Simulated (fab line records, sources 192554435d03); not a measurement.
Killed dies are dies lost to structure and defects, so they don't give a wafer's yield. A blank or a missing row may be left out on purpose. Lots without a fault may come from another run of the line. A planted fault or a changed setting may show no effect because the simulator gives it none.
One fault seen from 2 desks | flow n5_finfet | each desk has only its own numbers; what lay behind them comes last

THE METROLOGY DESK
What the gauges read, lot by lot, whatever tool the lot ran on: means of the sampled wafers that have a number. A lot is out of limits, marked OUT, if its mean lies more than 4 standard deviations from the usual mean; the brackets give that distance. Of its 11 readings 7 are shown: the one that was out of limits first, and those that lie furthest out on some lot.
Columns: A = trench_depth_nm at N5_BEOL_M3_OCD_MEAS_38, usual 55.2 nm; B = DIBL_N at N5_BEOL_M4_RC_MEAS_101, usual 36.3 mV/V; C = DIBL_P at N5_BEOL_M4_RC_MEAS_101, usual 36.5 mV/V; D = ION_N at N5_BEOL_M4_RC_MEAS_101, usual 675 uA/um; E = ION_P at N5_BEOL_M4_RC_MEAS_101, usual 462 uA/um; F = SS_N at N5_BEOL_M4_RC_MEAS_101, usual 71.6 mV/dec; G = VT_P at N5_BEOL_M4_RC_MEAS_101, usual -250 mV
lot  | first seen here | A               | B    | C    | D   | E   | F    | G
L971 | day 7 16:50     | 55.4            | 36.4 | 36.9 | 673 | 465 | 71.3 | -250
L973 | day 7 23:44     | 55.2            | 37.4 | 37.2 | 675 | 466 | 72.1 | -246
L975 | day 8 18:00     | 59.9 (+4.7) OUT | 37.0 | 37.6 | 681 | 463 | 72.1 | -251
L978 | day 9 12:43     | 60.2 (+5.0) OUT | 35.8 | 36.9 | 659 | 453 | 70.6 | -254
L984 | day 11 02:35    | 56.0            | 38.1 | 37.4 | 679 | 463 | 72.2 | -247
L986 | day 11 10:10    | 54.2            | 36.1 | 34.6 | 685 | 472 | 71.3 | -245
L989 | day 12 09:16    | 54.7            | 34.3 | 33.9 | 677 | 462 | 71.5 | -252
L991 | day 12 19:35    | 54.2            | 37.0 | 36.1 | 671 | 454 | 71.6 | -253
L992 | day 12 21:38    | 54.3            | 35.4 | 36.6 | 675 | 457 | 71.7 | -253
This desk's finding: out of limits on L975, L978; first on L975, day 8 18:00 (trench_depth_nm at N5_BEOL_M3_OCD_MEAS_38). In limits: L971, L973, L984, L986, L989, L991, L992.

THE TOOL OWNER'S DESK: rie_diel-02
The tool's own readings at N5_BEOL_M3_TRENCH_ETCH_37 (etches SiOC in C4F6/O2, target depth 55.555 nm, time 29.2 s): means of the sampled wafers that have a number, for each lot that ran on this tool. A lot is out of limits, marked OUT, if its mean lies more than 4 standard deviations from the usual mean; the brackets give that distance. Of its 9 readings 7 are shown: the one that was out of limits first, and those that lie furthest out on some lot.
Columns: A = C4F6_flow_sccm at N5_BEOL_M3_TRENCH_ETCH_37, usual 10.00 sccm; B = oes_f_703_au at N5_BEOL_M3_TRENCH_ETCH_37, usual 0.75 a.u.; C = oes_o_777_au at N5_BEOL_M3_TRENCH_ETCH_37, usual 0.75 a.u.; D = rf_fwd_power_W at N5_BEOL_M3_TRENCH_ETCH_37, usual 350.0 W; E = rf_vpp_V at N5_BEOL_M3_TRENCH_ETCH_37, usual 662 V; F = showerhead_plenum_p_Torr at N5_BEOL_M3_TRENCH_ETCH_37, usual 2.85 Torr; G = throttle_valve_pct at N5_BEOL_M3_TRENCH_ETCH_37, usual 20.91 %
lot  | first seen here | A     | B    | C    | D               | E              | F    | G
L971 | day 7 16:41     | 10.02 | 0.73 | 0.73 | 348.8           | 672            | 2.80 | 21.08
L973 | day 7 23:35     | 10.01 | 0.73 | 0.72 | 347.4           | 667            | 2.80 | 20.99
L975 | day 8 17:51     | 9.99  | 0.91 | 0.89 | 434.1 (+37) OUT | 599 (-6.8) OUT | 2.86 | 20.91
L978 | day 9 12:34     | 9.97  | 0.93 | 0.92 | 434.1 (+37) OUT | 596 (-7.1) OUT | 2.84 | 20.97
L989 | day 12 09:07    | 10.00 | 0.72 | 0.71 | 350.4           | 669            | 2.83 | 21.08
L992 | day 12 21:25    | 10.01 | 0.72 | 0.72 | 350.8           | 667            | 2.86 | 21.06
This desk's finding: out of limits on L975, L978; first on L975, day 8 17:51 (rf_fwd_power_W at N5_BEOL_M3_TRENCH_ETCH_37). In limits: L971, L973, L989, L992.

PUT TOGETHER
The tool owner's desk could have raised an alarm at day 8 17:51, on L975, L978.
The metrology desk could have raised an alarm at day 8 18:00, on L975, L978.
Of the lots named, all ran N5_BEOL_M3_TRENCH_ETCH_37 on rie_diel-02.

WHAT THE SIMULATOR HAD PUT IN
Process parameter drift: rie_diel-02, from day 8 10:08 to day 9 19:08, at N5_BEOL_M3_TRENCH_ETCH_37. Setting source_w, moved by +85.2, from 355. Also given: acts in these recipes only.
Lots struck among those shown: L975, L978.
Hours from the fault's start to each desk's first reading out of limits: the tool owner's desk, 8; the metrology desk, 8.
